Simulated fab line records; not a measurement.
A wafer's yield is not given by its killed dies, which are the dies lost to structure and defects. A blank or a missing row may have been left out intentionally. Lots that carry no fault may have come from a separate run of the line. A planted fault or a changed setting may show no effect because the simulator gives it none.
Which tool was responsible? + flow nandHarc + 6 lots with 18 wafers sampled at 5 steps, on a route of 1302 steps

## WHAT THE GAUGES READ, wafer by wafer
NHARC_A_M0_THK_MEAS_24: measures by xrf.
| lot  | measured     | on           | thkNm (nm)        |
|------|--------------|--------------|-------------------|
| L762 | day 22 21:34 | filmMetro-02 | 113.0 111.8 114.7 |
| L768 | day 25 12:22 | filmMetro-01 | 113.6 116.8 116.5 |
| L774 | day 27 22:29 | filmMetro-01 | 115.7 118.1 116.6 |
| L775 | day 28 22:41 | filmMetro-02 | 113.1 113.0 114.8 |
| L777 | day 29 17:17 | filmMetro-01 | 115.7 112.8 114.2 |
| L783 | day 31 21:37 | filmMetro-01 | 114.7 116.2 116.6 |

## TOOL THAT RAN EACH LOT (tool first, then ch and the chambers of the sampled wafers, then the start)
| lot  | NHARC_A_BLC_STRIP_29              | NHARC_A_M0_DEGAS_28         | NHARC_A_M0_ECD_22             | NHARC_A_M0_CMP_23             |
|------|-----------------------------------|-----------------------------|-------------------------------|-------------------------------|
| L762 | rieDiel-01 ch 0,2, day 22 16:18   | pvdSputter-02, day 22 20:11 | ecdCu-01 ch 0,1, day 22 20:32 | cmp-02 ch 0,2, day 22 21:17   |
| L768 | rieDiel-01 ch 0,1,3, day 25 06:58 | pvdSputter-03, day 25 10:58 | ecdCu-02 ch 0,1, day 25 11:19 | cmp-02 ch 0,2,3, day 25 12:02 |
| L774 | rieDiel-12 ch 1,3, day 27 17:17   | pvdSputter-01, day 27 21:05 | ecdCu-01 ch 0,1, day 27 21:26 | cmp-02 ch 0,1,2, day 27 22:13 |
| L775 | rieDiel-01 ch 0,1,2, day 28 17:19 | pvdSputter-01, day 28 21:17 | ecdCu-02 ch 0,1, day 28 21:47 | cmp-01 ch 0,1,2, day 28 22:25 |
| L777 | rieDiel-02 ch 1,2,3, day 29 12:07 | pvdSputter-03, day 29 15:53 | ecdCu-02 ch 0,1, day 29 16:15 | cmp-01 ch 0,1,3, day 29 16:58 |
| L783 | rieDiel-12 ch 0,1,2, day 31 16:20 | pvdSputter-02, day 31 20:13 | ecdCu-02 ch 0,1, day 31 20:34 | cmp-02 ch 0,1,2, day 31 21:17 |
- NHARC_A_BLC_STRIP_29: strips in CF4.
- NHARC_A_M0_DEGAS_28: time 60 s.
- NHARC_A_M0_ECD_22: material Cu, target thk 400 nm.
- NHARC_A_M0_CMP_23: polishes, t overpolish 20 s, target thk 113.75 nm.

## THE ANSWER, worked out from the rows above alone
Rule: what is usual is taken from the lots themselves. Put in order of their means at a reading, lots are off if they are a third of the lots or fewer, leave a main group of 4 or more, and stand apart from it by a gap of 3 or more times the standard deviation of the main group's means; of several such gaps the widest counts. Not used: any main group whose means are identical at the precision the tables above print for the reading. Also off: a lot with no number at a reading for which 4 or more lots have one. All remaining lots with rows at the step are treated as sound.
No lot is off at any reading shown: from this, nothing can be told.

## WHAT THE SIMULATOR HAD PUT IN
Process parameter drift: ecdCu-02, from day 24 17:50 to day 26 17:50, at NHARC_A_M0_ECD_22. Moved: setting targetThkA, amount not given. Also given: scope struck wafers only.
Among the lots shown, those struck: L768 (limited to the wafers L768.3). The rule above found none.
